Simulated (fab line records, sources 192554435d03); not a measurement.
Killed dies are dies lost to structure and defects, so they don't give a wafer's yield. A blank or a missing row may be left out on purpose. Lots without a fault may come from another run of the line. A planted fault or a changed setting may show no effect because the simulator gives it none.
Problem report in the 8D (eight disciplines) form, filled by code | flow n5_finfet | the parts of the form that need people (team, actions taken, sign-off) are left out

1. THE PROBLEM
run_length_s at N5_BEOL_M10_ETCH_66 reads a mean of 192.9 s on 3 wafers of 3 lots; wafers without a fault read 203.6 s with a standard deviation of 0.41. That is -26 standard deviations from the usual mean.
The step: etches SOC in N2/H2, target depth 120 nm, overetch 24 nm, time 180 s.
First seen on wafer L478.5, day 13 03:53, on rie_diel-01. The record holds 33 wafers of 11 lots with a number at this step. Rule for "out", or "out of limits": more than 4 standard deviations from the usual mean. The other wafers with a number count as sound.

2. WHAT IT IS AND WHAT IT IS NOT
question                    | is                     | is not
which readings at this step | run_length_s           | chamber_pressure_mTorr, drypump_motor_current_A, n2_flow_sccm, rf_vpp_V, showerhead_plenum_p_Torr, throttle_valve_pct
which lots                  | L478, L481, L482       | L467, L470, L472, L473, L475, L487, L489, L490
which wafers of those lots  | L478.5, L481.5, L482.4 | L478.2, L478.6, L481.2, L481.3, L482.1, L482.2
read on which tools         | rie_diel-01            | rie_diel-02, rie_diel-06
when                        | from day 13 03:53      | up to then (17 sound wafers); but 13 sound wafers of L481, L482, L487, L489, L490 came after

3. SUSPECTS, AND WHAT RULES EACH OUT
Counting: a tool at a process step up to the reading stays a suspect if it ran every lot that is out. Sound lots after the first of them don't rule it out here, since some wafers of a struck lot are sound.
- rie_diel-01 at N5_BEOL_M10_DESCUM_33 (chemistry O2, time 7.9 s): kept. It ran every lot that is out, first L478 (day 13 03:49); its last sound lot up to then is L475 (day 12 08:20).
- rie_diel-01 at N5_BEOL_M10_ETCH_66 (etches SOC in N2/H2, target depth 120 nm, overetch 24 nm, time 180 s): kept. It ran every lot that is out, first L478 (day 13 03:53); its last sound lot up to then is L475 (day 12 08:25). Its own readings are out on those wafers: run_length_s.
Left after counting: rie_diel-01 at N5_BEOL_M10_DESCUM_33, rie_diel-01 at N5_BEOL_M10_ETCH_66.

4. THE CAUSE (what the simulator had put in)
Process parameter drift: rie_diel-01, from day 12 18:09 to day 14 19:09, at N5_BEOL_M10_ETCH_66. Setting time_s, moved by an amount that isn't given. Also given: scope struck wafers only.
Counting left 2 suspects, and this tool is among them.

5. THE CHAIN OF EFFECTS, in route order
Each row: a reading whose mean over the struck wafers that have a number lies more than 3 standard deviations from the usual. Only readings for which the record gives a usual standard deviation are gone through. hours: the time from each lot's start at the first step in this table that gives one to its start at this step, as a median over the lots. sigmas: the change in usual standard deviations.
hours | step                | reading      | usual   | on struck wafers | change | sigmas
0     | N5_BEOL_M10_ETCH_66 | run_length_s | 203.6 s | 192.9            | -10.7  | -26
The process steps in it:
- N5_BEOL_M10_ETCH_66: etches SOC in N2/H2, target depth 120 nm, overetch 24 nm, time 180 s.

6. WHAT WOULD HAVE CAUGHT IT SOONER
In this record the first reading out of limits was taken at day 13 03:53, 10 hours after the fault began at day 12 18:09.
